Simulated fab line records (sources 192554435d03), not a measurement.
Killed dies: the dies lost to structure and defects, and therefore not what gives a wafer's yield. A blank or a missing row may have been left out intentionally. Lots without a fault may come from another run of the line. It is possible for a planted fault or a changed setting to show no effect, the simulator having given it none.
fab line records -- flow n5_finfet
record lots=11, wafers=30, last_day=16
route steps=1938 shown HKMG_FIN@387 BEOL_M4@1111 PASSIVATION@1936
lots that met no fault: taken from a fault-free run of the same line
start_h: the number of hours between the record's first day and the start of the first shown wafer of the lot -- wait_h: how many hours have passed since the lot's step before this one -- " identical to the entry in the row above -- L1.1+2: several wafers, shown together as one row -- - value missing, or start not given -- * or withheld: withheld -- < > ~ a bound
route shown NAME@n: names a module that has steps shown in the file, with the first one's number in the route -- usual: average and standard deviation across the fault-free wafers -- same: alike in all rows -- chamber/n: place in a boat -- sites: readings site by site -- _std_site: their standard deviation -- _edge_site: mean of outer sites minus mean of inner sites -- radius_mm: how far each site lies from the wafer's centre -- mask NAME#n: copy n -- behind: the most recent tool/chamber to have shaped the wafer -- hold: what put the lot on hold/how long, in hours/how the hold closed -- device: the transistor (n, p or np) that didn't switch -- end of line: the route-end tests of the same wafers -- a step with no rows: only its recipe -- killed: dies that structure and defects cost at the first sort, which is not the same as the wafer's yield -- map: a wafer's dies, x killed, . not, _ none there
set.NAME: the run value of the setting; set.NAME@STEP: its run value at that earlier step -- model.NAME: the simulator's own value behind a step, which no gauge read
route steps across a sampled set of lots; one table per step, one row per wafer
services: a tool's chamber out of use, with start hour (start_h, from the record's first day; less than 0 if before it), hours out, and reason
## steps
# step N5_HKMG_FIN_HK_ANNEAL_02
# recipe temp_c=700, time_s=30, ambient=N2, idle_temp_c=600, ramp_up_c_per_s=150, ramp_down_c_per_s=60, cool_to_c=600
# usual lamp_power_pct=8.80/0.053, lamp_zone_3_pct=8.797/0.01, wafer_temp_C_max=702.9/0.66
lot.wafer,tool,chamber,start_h,wait_h,lamp_power_pct,lamp_zone_3_pct,wafer_temp_C_max
L106.1,rtp_anneal-01,0,72.55,0.1,8.78,8.793,703.0
L106.2,rtp_anneal-01,0,72.55,0.1,8.82,8.781,702.9
L106.3,rtp_anneal-01,0,72.55,0.1,8.81,8.788,702.5
L107.1,rtp_anneal-02,0,77.33,0.1,8.83,8.815,703.0
L107.2,rtp_anneal-02,0,77.33,0.1,8.75,8.783,702.8
L107.4,rtp_anneal-02,0,77.33,0.1,8.83,8.783,702.6
L108.1,rtp_anneal-02,0,87.33,0.1,8.79,8.795,702.3
L108.2,rtp_anneal-02,0,87.33,0.1,8.72,8.815,702.1
L108.4,rtp_anneal-02,0,87.33,0.1,8.77,8.805,704.7
L109.1,rtp_anneal-01,0,91.78,0.3,8.76,8.796,703.3
L109.5,rtp_anneal-01,0,91.78,0.3,8.80,8.804,703.1
L109.6,rtp_anneal-01,0,91.78,0.3,8.76,8.780,703.0
L110.1,rtp_anneal-01,0,98.78,0.1,8.79,8.807,702.0
L110.2,rtp_anneal-01,0,98.78,0.1,8.79,8.791,702.2
L110.3,rtp_anneal-01,0,98.78,0.1,8.78,8.796,701.5
L111.1,rtp_anneal-01,0,108.63,0.2,8.79,8.785,702.4
L111.2,rtp_anneal-01,0,108.63,0.2,8.85,8.794,703.9
L111.3,rtp_anneal-01,0,108.63,0.2,8.77,8.791,702.9
L112.2,rtp_anneal-02,0,110.92,0.4,8.77,8.808,703.7
L112.5,rtp_anneal-02,0,110.92,0.4,8.76,8.802,702.5
L112.6,rtp_anneal-02,0,110.92,0.4,8.93,8.784,702.5
L116.1,rtp_anneal-01,0,134.81,0.1,8.80,8.815,703.0
L116.3,rtp_anneal-01,0,134.81,0.1,8.84,8.797,702.8
L116.6,rtp_anneal-01,0,134.81,0.1,8.77,8.784,703.3
L122.1,rtp_anneal-02,0,173.51,0.1,8.86,8.784,702.8
L122.3,rtp_anneal-02,0,173.51,0.1,8.79,8.789,702.7
L125.1,rtp_anneal-01,0,185.91,0.1,8.75,8.785,702.7
L125.2,rtp_anneal-01,0,185.91,0.1,8.85,8.809,702.7
L126.2,rtp_anneal-01,0,189.56,0.1,8.88,8.797,702.5
L126.6,rtp_anneal-01,0,189.56,0.1,8.69,8.791,702.8
# step N5_HKMG_FIN_INSPECT_61
# recipe mode=adi, inspect_instrument=macro
# usual raw_defect_count=1.9/1.4
lot.wafer,tool,chamber,start_h,wait_h,raw_defect_count
L106.1,defect_inspect-01,-,73.37,0.0,1
L106.2,defect_inspect-01,-,73.37,0.0,3
L106.3,defect_inspect-01,-,73.37,0.0,0
L107.1,defect_inspect-02,-,78.14,0.0,5
L107.2,defect_inspect-02,-,78.14,0.0,0
L107.4,defect_inspect-02,-,78.14,0.0,2
L108.1,defect_inspect-02,-,88.39,0.3,2
L108.2,defect_inspect-02,-,88.39,0.3,3
L108.4,defect_inspect-02,-,88.39,0.3,1
L109.1,defect_inspect-02,-,92.78,0.0,0
L109.5,defect_inspect-02,-,92.78,0.0,0
L109.6,defect_inspect-02,-,92.78,0.0,1
L110.1,defect_inspect-02,-,99.77,0.0,2
L110.2,defect_inspect-02,-,99.77,0.0,0
L110.3,defect_inspect-02,-,99.77,0.0,1
L111.1,defect_inspect-02,-,109.63,0.0,0
L111.2,defect_inspect-02,-,109.63,0.0,3
L111.3,defect_inspect-02,-,109.63,0.0,2
L112.2,defect_inspect-02,-,111.71,0.0,3
L112.5,defect_inspect-02,-,111.71,0.0,3
L112.6,defect_inspect-02,-,111.71,0.0,2
L116.1,defect_inspect-02,-,135.62,0.0,2
L116.3,defect_inspect-02,-,135.62,0.0,2
L116.6,defect_inspect-02,-,135.62,0.0,5
L122.1,defect_inspect-02,-,174.32,0.0,1
L122.3,defect_inspect-02,-,174.32,0.0,0
L125.1,defect_inspect-02,-,186.60,0.0,5
L125.2,defect_inspect-02,-,186.60,0.0,1
L126.2,defect_inspect-01,-,190.35,0.0,2
L126.6,defect_inspect-01,-,190.35,0.0,0
# step N5_HKMG_FIN_ALD_79
# recipe material=TiN, target_thk_a=15, temp_c=400, ald_precursor_family=TiCl4, ald_co_reactant=NH3, pulse_time_s=1, purge_time_s=3, co_reactant_purge_time_s=2, co_reactant_pulse_time_s=2, ald_cycles=68, pressure_torr=3
# usual ald_cycles=68/0, heater_power_w=924/92, precursor_pulse_height_rel=0.997/0.02, susceptor_temp_C=399.98/0.21
# same co_reactant_purge_time_s=2
lot.wafer,tool,chamber,start_h,wait_h,ald_cycles,heater_power_w,precursor_pulse_height_rel,since_wet_clean_h,susceptor_temp_C
L106.1,ald_metal-01,3,74.77,0.0,68,942,1.024,2815,399.79
L106.2,ald_metal-01,2,74.77,0.0,68,1094,1.021,2815,399.94
L106.3,ald_metal-01,1,74.77,0.0,68,952,1.006,2815,399.80
L107.1,ald_metal-01,2,79.67,0.0,68,1069,1.005,2820,400.08
L107.2,ald_metal-01,1,79.67,0.0,68,977,0.986,2820,399.94
L107.4,ald_metal-01,2,79.67,0.0,68,1109,0.975,-,400.12
L108.1,ald_metal-04,1,89.88,0.0,68,1045,0.975,4368,399.89
L108.2,ald_metal-04,2,89.88,0.0,68,989,0.994,4368,400.06
L108.4,ald_metal-04,3,89.88,0.0,68,751,1.008,4368,399.71
L109.1,ald_metal-03,3,94.20,0.0,68,889,0.986,1296,399.82
L109.5,ald_metal-03,2,94.20,0.0,68,911,0.967,-,399.78
L109.6,ald_metal-03,3,94.20,0.0,68,904,0.977,-,400.03
L110.1,ald_metal-04,1,101.18,0.0,68,1069,0.963,4380,400.07
L110.2,ald_metal-04,2,101.18,0.0,68,980,1.025,4380,399.95
L110.3,ald_metal-04,3,101.18,0.0,68,765,0.984,4380,399.98
L111.1,ald_metal-03,1,111.58,0.0,68,913,0.998,1313,399.88
L111.2,ald_metal-03,3,111.58,0.0,68,905,1.008,1313,400.26
L111.3,ald_metal-03,2,111.58,0.0,68,931,0.955,1313,400.01
L112.2,ald_metal-04,1,113.11,0.0,68,1058,1.012,4391,400.22
L112.5,ald_metal-04,2,113.11,0.0,68,963,0.974,-,399.96
L112.6,ald_metal-04,1,113.11,0.0,68,1067,0.996,-,400.15
L116.1,ald_metal-03,0,137.03,0.0,68,837,1.029,1338,399.70
L116.3,ald_metal-03,2,137.03,0.0,68,935,0.981,1338,400.03
L116.6,ald_metal-03,1,137.03,0.0,68,894,0.957,-,399.58
L122.1,ald_metal-03,1,175.72,0.0,98,920,0.982,1377,400.33
L122.3,ald_metal-03,3,175.72,0.0,68,885,1.015,1377,399.98
L125.1,ald_metal-03,2,188.00,0.0,98,922,0.974,1389,399.82
L125.2,ald_metal-03,3,188.00,0.0,98,877,1.024,1389,399.84
L126.2,ald_metal-03,2,191.83,0.0,98,921,0.987,1393,399.64
L126.6,ald_metal-03,3,191.83,0.0,68,881,0.974,-,400.42
# step N5_BEOL_M4_RC_MEAS_101
# usual DIBL_N=36.4/1.5, DIBL_P=36.6/1.9, IOFF_N=0.155/0.021, IOFF_P=0.211/0.028, ION_N=671/8.6, ION_P=462/5.8, SS_N=71.5/0.5, SS_P=73.4/0.58, VT_N=250.1/2.4, VT_P=-250.1/3
lot.wafer,tool,chamber,start_h,wait_h,DIBL_N[mV/V],DIBL_P[mV/V],IOFF_N[nA/um],IOFF_P[nA/um],ION_N[uA/um],ION_P[uA/um],SS_N[mV/dec],SS_P[mV/dec],VT_N[mV],VT_P[mV]
L106.1,prober-02,0,167.86,0.0,35.7,35.0,0.134,0.193,674,457,71.2,72.5,250.6,-250.8
L106.2,prober-02,0,167.86,0.0,35.3,35.4,0.138,0.200,667,464,71.4,72.0,248.9,-251.9
L106.3,prober-02,0,167.86,0.0,35.8,34.5,0.142,0.189,685,461,71.5,72.8,250.2,-252.8
L107.1,prober-01,0,176.48,0.0,35.7,35.7,0.152,0.207,677,464,71.3,73.3,249.9,-250.3
L107.2,prober-01,0,176.48,0.0,36.7,36.6,0.157,0.215,676,468,71.8,73.8,249.4,-251.7
L107.4,prober-01,0,176.48,0.0,35.8,35.5,0.149,0.198,664,460,71.7,74.5,251.1,-249.5
L108.1,prober-01,0,178.75,0.0,36.4,37.3,0.155,0.241,671,472,71.1,73.9,248.2,-247.0
L108.2,prober-01,0,178.75,0.0,36.8,37.6,0.159,0.256,664,466,70.7,73.5,248.4,-247.3
L108.4,prober-01,0,178.75,0.0,36.8,38.0,0.158,0.251,675,469,71.4,74.1,250.2,-246.1
L109.1,prober-01,0,186.47,0.0,37.2,39.2,0.161,0.217,673,462,71.3,73.6,252.4,-251.4
L109.5,prober-01,0,186.47,0.0,38.2,39.4,0.176,0.220,674,460,72.0,73.9,250.6,-250.6
L109.6,prober-01,0,186.47,0.0,34.9,36.1,0.127,0.173,660,453,71.1,72.8,256.3,-252.3
L110.1,prober-02,0,186.99,0.0,35.9,35.7,0.146,0.173,668,450,71.1,73.6,250.3,-254.6
L110.2,prober-02,0,186.99,0.0,34.8,34.6,0.130,0.158,665,448,70.9,73.4,251.9,-256.9
L110.3,prober-02,0,186.99,0.0,36.2,35.7,0.145,0.171,664,456,70.9,73.4,248.6,-255.1
L111.1,prober-01,0,190.62,0.0,34.9,34.8,0.137,0.224,657,464,70.6,72.8,254.1,-246.3
L111.2,prober-01,0,190.62,0.0,34.0,33.9,0.129,0.204,661,463,70.9,72.6,256.0,-251.0
L111.3,prober-01,0,190.62,0.0,33.9,33.5,0.126,0.202,660,466,71.0,72.7,249.6,-251.1
L112.2,prober-02,0,207.85,0.2,36.5,36.7,0.155,0.208,673,460,71.6,73.4,250.9,-250.0
L112.5,prober-02,0,207.85,0.2,34.8,33.9,0.126,0.179,664,459,71.2,72.0,250.4,-253.1
L112.6,prober-02,0,207.85,0.2,36.1,36.1,0.144,0.205,669,462,71.3,73.7,252.1,-252.4
L116.1,prober-02,0,230.69,0.0,35.1,37.2,0.155,0.237,672,468,71.5,73.1,249.5,-246.7
L116.3,prober-02,0,230.69,0.0,34.4,36.2,0.144,0.221,669,458,71.2,73.0,250.6,-246.5
L116.6,prober-02,0,230.69,0.0,33.7,35.3,0.133,0.204,662,461,71.7,72.8,252.6,-252.6
L122.1,prober-01,0,273.76,0.0,37.7,37.4,0.160,0.244,670,464,72.0,73.6,249.4,-249.1
L122.3,prober-01,0,273.76,0.0,37.2,37.2,0.149,0.240,665,462,71.5,73.4,249.9,-250.2
L125.1,prober-01,0,280.43,0.0,36.9,37.3,0.163,0.227,666,461,71.7,73.4,252.0,-247.0
L125.2,prober-01,0,280.43,0.0,37.9,38.5,0.188,0.225,687,462,71.9,73.7,246.8,-249.6
L126.2,prober-01,0,284.11,0.2,36.3,36.8,0.153,0.200,666,457,71.4,73.4,249.4,-250.7
L126.6,prober-01,0,284.11,0.2,36.7,37.9,0.158,0.207,665,453,72.0,74.0,250.0,-247.9
# step N5_PASSIVATION_PROBE_49
# usual defect_limited_yield=91.5/1.4, killed_at_M0_to_M3=33/10, killed_at_M4_up=13/5, killed_at_contacts=13/5.6, killed_at_front_end=38/12, killed_at_other=3.9/2.7, killed_dies=100/16, killed_open=66/13, killed_short=32/7.2, sort_bin_5_function=5.0/0.97, sort_bin_6_memory=3.2/0.61, sort_n_pass=1080/16, sort_yield_pct=91.5/1.4
# same gross_dies=1180, killed_at_back_side=0, sort_bin_4_leakage[%]=0, sort_bin_8_speed[%]=0
lot.wafer,tool,chamber,start_h,wait_h,defect_limited_yield[%],killed_at_M0_to_M3,killed_at_M4_up,killed_at_contacts,killed_at_front_end,killed_at_other,killed_dies,killed_open,killed_short,sort_bin_5_function[%],sort_bin_6_memory[%],sort_n_pass,sort_yield_pct[%]
L107.1,prober-02,-,289.35,0.0,90.7,40,13,5,52,0,110,71,37,5.8,3.2,1070,90.7
L107.2,prober-02,-,289.40,0.1,90.1,25,17,19,47,9,117,81,33,5.8,4.0,1063,90.1
L107.4,prober-02,-,289.50,0.2,92.1,30,15,7,36,5,93,62,30,5.0,2.5,1087,92.1
L111.1,prober-01,-,296.34,0.0,90.4,38,12,18,45,0,113,78,31,6.0,3.2,1067,90.4
L111.2,prober-01,-,296.39,0.1,91.8,34,16,22,24,1,97,75,21,4.5,3.5,1083,91.8
L111.3,prober-01,-,296.44,0.1,91.4,34,10,16,39,3,102,63,39,4.7,3.6,1078,91.4
L112.2,prober-01,-,309.61,0.1,91.8,42,12,19,21,3,97,67,29,4.8,3.1,1083,91.8
L112.5,prober-01,-,309.76,0.2,93.3,31,7,5,24,12,79,44,35,3.7,2.4,1101,93.3
L112.6,prober-01,-,309.81,0.3,93.4,21,4,14,33,6,78,45,33,3.7,2.5,1102,93.4
L126.2,prober-01,-,387.32,0.1,92.5,32,11,7,35,4,89,58,31,4.2,3.0,1091,92.5
L126.6,prober-01,-,387.52,0.3,93.1,29,20,4,29,0,82,53,29,3.8,3.1,1098,93.1
# killed by level:class
L107.1 STI_FIN_REVEAL:geometric_particle:open=15 BEOL_M3:geometric_particle:open=9 FIN_SAQP:geometric_particle:open=8 FIN_SAQP:geometric_particle:short=8 BEOL_M1:geometric_particle:short=7 BEOL_M0_SAQP:geometric_particle:open=6 BEOL_M1:geometric_particle:open=6 BEOL_M2:geometric_particle:short=6
L107.2 MOL_CONTACT_COAG:geometric_particle:open=17 FIN_SAQP:geometric_particle:short=12 STI_FIN_REVEAL:geometric_particle:open=12 FIN_SAQP:geometric_particle:open=9 BEOL_M4:geometric_particle:open=7 BEOL_M1:geometric_particle:open=6 MIM_BOT:geometric_particle:short=5 BEOL_M3:geometric_particle:open=4
L107.4 BEOL_M4:geometric_particle:open=13 BEOL_M1:geometric_particle:open=9 FIN_SAQP:geometric_particle:open=8 STI_FIN_REVEAL:geometric_particle:open=8 BEOL_M2:geometric_particle:short=7 MOL_CONTACT_COAG:geometric_particle:open=6 FIN_SAQP:geometric_particle:short=5 BEOL_M0_SAQP:geometric_particle:open=4
L111.1 MOL_CONTACT_COAG:geometric_particle:open=16 STI_FIN_REVEAL:geometric_particle:open=12 BEOL_M0_SAQP:geometric_particle:short=12 BEOL_M0_SAQP:geometric_particle:open=10 FIN_SAQP:geometric_particle:open=7 BEOL_M3:geometric_particle:open=5 ILD0:geometric_particle:open=5 FIN_SAQP:geometric_particle:short=4
L111.2 MOL_CONTACT_COAG:geometric_particle:open=18 STI_FIN_REVEAL:geometric_particle:open=9 BEOL_M0_SAQP:geometric_particle:open=9 BEOL_M7:geometric_particle:open=9 BEOL_M0:geometric_particle:short=6 BEOL_M3:geometric_particle:open=5 STARTING-WAFER:geometric_particle:open=5 MOL_CONTACT_COAG:geometric_particle:short=4
L111.3 MOL_CONTACT_COAG:geometric_particle:open=13 BEOL_M0_SAQP:geometric_particle:open=8 BEOL_M0_SAQP:geometric_particle:short=8 STI_FIN_REVEAL:geometric_particle:open=7 BEOL_M2:geometric_particle:open=6 ILD0:geometric_particle:short=5 BEOL_M3:geometric_particle:open=5 STARTING-WAFER:geometric_particle:open=5
L112.2 MOL_CONTACT_COAG:geometric_particle:open=18 BEOL_M1:geometric_particle:open=13 BEOL_M0_SAQP:geometric_particle:open=7 BEOL_M4:geometric_particle:open=6 BEOL_M3:geometric_particle:open=5 FIN_SAQP:geometric_particle:short=4 STI_FIN_REVEAL:geometric_particle:open=4 GATE_CUT:geometric_particle:short=4
L112.5 BEOL_M0_SAQP:geometric_particle:short=10 FIN_SAQP:geometric_particle:open=9 PASS1_DEP:geometric_particle:short=8 BEOL_M0_SAQP:geometric_particle:open=7 FIN_SAQP:geometric_particle:short=5 BEOL_M3:geometric_particle:open=5 GATE_CUT:geometric_particle:short=4 MOL_CONTACT_COAG:geometric_particle:open=4
L112.6 FIN_SAQP:geometric_particle:short=12 MOL_CONTACT_COAG:geometric_particle:open=11 FIN_SAQP:geometric_particle:open=9 BEOL_M2:geometric_particle:open=6 BEOL_M1:geometric_particle:open=5 BEOL_M0_SAQP:geometric_particle:open=4 MOL_CONTACT_COAG:geometric_particle:short=3 BEOL_M0_SAQP:geometric_particle:short=3
L126.2 FIN_SAQP:geometric_particle:open=8 BEOL_M4:geometric_particle:open=8 BEOL_M1:geometric_particle:open=8 GATE_CUT:geometric_particle:short=7 MOL_CONTACT_COAG:geometric_particle:open=6 BEOL_M0_SAQP:geometric_particle:short=6 BEOL_M2:geometric_particle:open=6 FIN_SAQP:geometric_particle:short=5
L126.6 BEOL_M4:geometric_particle:open=10 FIN_SAQP:geometric_particle:short=8 BEOL_M3:geometric_particle:open=6 FIN_SAQP:geometric_particle:open=5 BEOL_M1:geometric_particle:open=5 BEOL_M2:geometric_particle:open=5 MOL_CONTACT_COAG:geometric_particle:open=4 BEOL_M0_SAQP:geometric_particle:open=4
## services
tool,chamber,start_h,hours,kind
ald_metal-04,-,58.51,2.8,pm
ald_metal-01,-,61.99,2.2,repair
ald_metal-01,0,65.34,23.6,repair
ald_metal-03,0,76.63,25.9,repair
ald_metal-01,0,125.60,34.5,repair
ald_metal-03,1,132.93,3.8,repair
ald_metal-01,3,157.51,3.4,repair
ald_metal-04,2,180.37,35.2,repair
ald_metal-01,3,188.50,7.2,repair
## key
first_sign step=N5_HKMG_FIN_ALD_79, reading=ald_cycles, direction=up, sigmas=99+, usual=*, struck=*
effect none on later readings
met_at N5_HKMG_FIN_ALD_79
struck_lots L122,L125,L126
struck_wafers L122.1,L125.1,L125.2,L126.2
not_acting_at N5_HKMG_FIN_HK_ANNEAL_02,N5_HKMG_FIN_INSPECT_61
onset_between 137.03 175.72
fault kind=process_parameter_drift, tool=ald_metal-03, chamber=-, onset_h=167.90, steps=N5_HKMG_FIN_ALD_79, channel=ald_cycles, offset=*, shape=step, end_h=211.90, scope=struck_wafers_only, acts_in=*, stated=*
